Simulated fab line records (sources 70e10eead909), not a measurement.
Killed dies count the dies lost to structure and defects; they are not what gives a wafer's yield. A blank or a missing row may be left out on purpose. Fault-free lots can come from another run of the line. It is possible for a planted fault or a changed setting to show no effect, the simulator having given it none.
Chamber matching | flow nand harc | NHARC_P_ZERO_WELL_DESCUM_13 on rie diel-10: 4 sister chambers
The step chemistry O2, time 3 s. 14 wafers are shown with their chamber, then 7 later ones without.

EACH WAFER AND ITS CHAMBER
wafer  | chamber | showerhead plenum p Torr (Torr) | drypump motor current A (A) | throttle valve pct (%)
L076.2 | 0       | 1.90                            | 5.3                         | 11.303
L076.4 | 1       | 1.83                            | 5.8                         | 11.305
L076.5 | 1       | 1.83                            | 5.8                         | 11.309
L080.2 | 0       | 1.89                            | 5.3                         | 11.292
L080.4 | 3       | 2.06                            | 5.3                         | 11.309
L080.5 | 2       | 1.86                            | 5.1                         | 11.320
L084.3 | 0       | 1.89                            | 5.3                         | 11.301
L084.4 | 3       | 2.05                            | 5.4                         | 11.299
L084.5 | 1       | 1.82                            | 5.8                         | 11.304
L088.3 | 0       | 1.88                            | 5.3                         | 11.307
L088.4 | 3       | 2.05                            | 5.3                         | 11.311
L088.5 | 1       | 1.82                            | 5.8                         | 11.311
L093.1 | 1       | 1.81                            | 5.8                         | 11.304
L093.2 | 0       | 1.88                            | 5.4                         | 11.298

SIGNATURES, as means of the wafers listed above
reading                  | chamber 0 | chamber 1 | chamber 2 | chamber 3 | scatter within a chamber
showerhead plenum p Torr | 1.8880    | 1.8220    | 1.8600    | 2.0533    | 0.00792
drypump motor current A  | 5.320     | 5.800     | 5.100     | 5.333     | 0.0383
throttle valve pct       | 11.30020  | 11.30660  | 11.32000  | 11.30633  | 0.00501
Rule: a wafer's distance from a chamber is the root of the sum, over the readings, of the square of ((its reading less the chamber's mean) divided by the reading's scatter). The wafer belongs to the nearest chamber; if the next one is less than 2 further off, it can't be placed. The scatter: take each reading less its chamber's mean, square it, sum over the shown wafers, divide by the number of wafers less the number of chambers, and take the root.

WAFERS WITH NO CHAMBER GIVEN
wafer  | showerhead plenum p Torr (Torr) | drypump motor current A (A) | throttle valve pct (%)
L093.5 | 2.04                            | 5.3                         | 11.326
L095.1 | 1.81                            | 5.8                         | 11.315
L095.3 | 2.04                            | 5.3                         | 11.320
L095.5 | 2.04                            | 5.4                         | 11.312
L096.3 | 1.81                            | 5.8                         | 11.317
L096.5 | 2.04                            | 5.3                         | 11.296
L096.6 | 1.88                            | 5.4                         | 11.312

WHICH CHAMBER EACH WENT THROUGH
wafer  | from the rows above | in truth
L093.5 | 3                   | 3
L095.1 | 1                   | 1
L095.3 | 3                   | 3
L095.5 | 3                   | 3
L096.3 | 1                   | 1
L096.5 | 3                   | 3
L096.6 | 0                   | 0
Placed correctly: 7 of 7. Not placeable from these rows: 0. Placed wrongly: 0.
